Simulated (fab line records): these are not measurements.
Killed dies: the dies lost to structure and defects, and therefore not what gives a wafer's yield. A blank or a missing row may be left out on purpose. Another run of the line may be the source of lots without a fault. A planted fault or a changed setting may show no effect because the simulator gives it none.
A struck lot beside a sound one | flow n5_finfet | 16 out of 1938 route steps
Sound: wafers L140.1, L140.5, L140.6. Wafers struck: L150.3, L150.5. The cause comes at the end.
Per side, at each step with rows, come the tool, then ch with its chambers, and then its first start. Under that, the readings that differ: sound wafers | struck wafers | difference of the means | sigmas: that difference in standard deviations of wafers without a fault.
alike: a reading whose means differ by less than 2 such deviations, as well as words and numbers matching on both sides. not compared: withheld readings; readings where some wafer has no value; bounds like >300 that might hide an equal value; numbers whose values overlap and for which the record gives no deviation.
The two part at a step that has a row with sigmas, a row that says differs or no value, or rows on one side only. Numbers that don't overlap but have no deviation are shown without sigmas and don't part them. A reading that every wafer of one side lacks parts them only if that side has two wafers or more.

first, 2 steps without rows for these wafers: N5_FIN_CUT_STRIP_31 (strips in N2/H2); N5_FIN_CUT_STRIP_24 (strips in CF4).
N5_FIN_CUT_CUT_ETCH_26: etches SiNx in CH3F/O2, target depth 39 nm, time 55.7 s.
  sound on rie_diel-01 ch 2,3, day 4 03:25; struck on rie_diel-03 ch 0,1, day 6 15:18
  alike: drypump_motor_current_A, oes_o_777_au, oes_product_au, rf_vpp_V, showerhead_plenum_p_Torr, throttle_valve_pct
  not compared: rf_hours_counter_h
then, 1 step without rows for these wafers: N5_FIN_CUT_CUT_ETCH_27 (etches SiO2 in CHF3/O2, target depth 4 nm, overetch 2 nm, time 4.9 s).
N5_FIN_CUT_PRECLEAN_35: cleans in vHF, time 13.3 s.
  sound on vapor_etch-01 ch 0,1, day 4 03:32; struck on vapor_etch-01 ch 1, day 6 15:26
  alike: drypump_motor_current_A
N5_FIN_CUT_CUT_ETCH_15: etches Si in HBr/Cl2/O2, target depth 100 nm, bt time 10 s, time 42.4 s.
  sound on rie_si-06 ch 0,3, day 4 03:37; struck on rie_si-03 ch 1,3, day 6 15:29
  alike: drypump_motor_current_A, mfc_cl2_sccm, oes_o_777_au, oes_product_au, throttle_valve_pct
  not compared: rf_hours_counter_h
N5_FIN_CUT_CUT_ETCH_28: etches Si in HBr/Cl2/O2, target depth 6 nm, time 2.4 s.
  sound on rie_si-06 ch 0,3, day 4 03:41; struck on rie_si-03 ch 1,3, day 6 15:33
  alike: drypump_motor_current_A, mfc_cl2_sccm, oes_o_777_au, oes_product_au, throttle_valve_pct
  not compared: rf_hours_counter_h
then, 4 steps without rows for these wafers: N5_FIN_CUT_STRIP_22 (strips in N2/H2); N5_FIN_CUT_PRECLEAN_36 (cleans in O3/DIW, time 60 s); N5_FIN_CUT_SRD_32 (time 30 s); N5_FIN_CUT_UV_OZONE_34 (time 120 s).
N5_FIN_CUT_INSPECT_17: inspects for defects (brightfield).
  struck on defect_inspect-01, day 6 15:47; sound on defect_inspect-01, day 4 03:54
  alike: raw_defect_count
N5_STI_FIN_REVEAL_ALD_00: deposits SiO2, target thk 1 nm, pulse time 1 s.
  sound on ald_sin-02 ch 0,2,3, day 4 03:56; struck on ald_sin-03 ch 1,3, day 6 15:49
  reading                                         | sound | struck  | difference | sigmas
  model.SiO2_of_STI_FIN_REVEAL_ALD_00.thk_nm (nm) | 1 1 1 | 0.4 0.4 | -0.6       |
  alike: heater_power_w, precursor_pulse_height_rel
N5_STI_FIN_REVEAL_ALD_14: deposits Si3N4, target thk 3 nm.
  sound on ald_sin-02 ch 0,2,3, day 4 03:59; struck on ald_sin-03 ch 1,3, day 6 15:52
  alike: heater_power_w
-- here the record skips 6 days between the struck wafers' starts before and after, leaving off in module STI_FIN_REVEAL and picking up in module BEOL_M4 (first step shown: number 1111 of the route) --
N5_BEOL_M4_RC_MEAS_101:
  sound on prober-01 ch 0, day 10 01:59; struck on prober-02 ch 0, day 12 17:47
  reading       | sound          | struck    | difference | sigmas
  DIBL_P (mV/V) | 35.5 34.5 31.8 | 37.6 36.2 | +3.0       | +2
  alike: DIBL_N, IOFF_N, IOFF_P, ION_N, ION_P, SS_N, SS_P, VT_N, VT_P
next, for these wafers, 1 step has no rows: N5_PASSIVATION_PROBE_49.

== WHERE THEY PART ==
Only at N5_BEOL_M4_RC_MEAS_101, within this record.

WHY: the cause the simulator had injected
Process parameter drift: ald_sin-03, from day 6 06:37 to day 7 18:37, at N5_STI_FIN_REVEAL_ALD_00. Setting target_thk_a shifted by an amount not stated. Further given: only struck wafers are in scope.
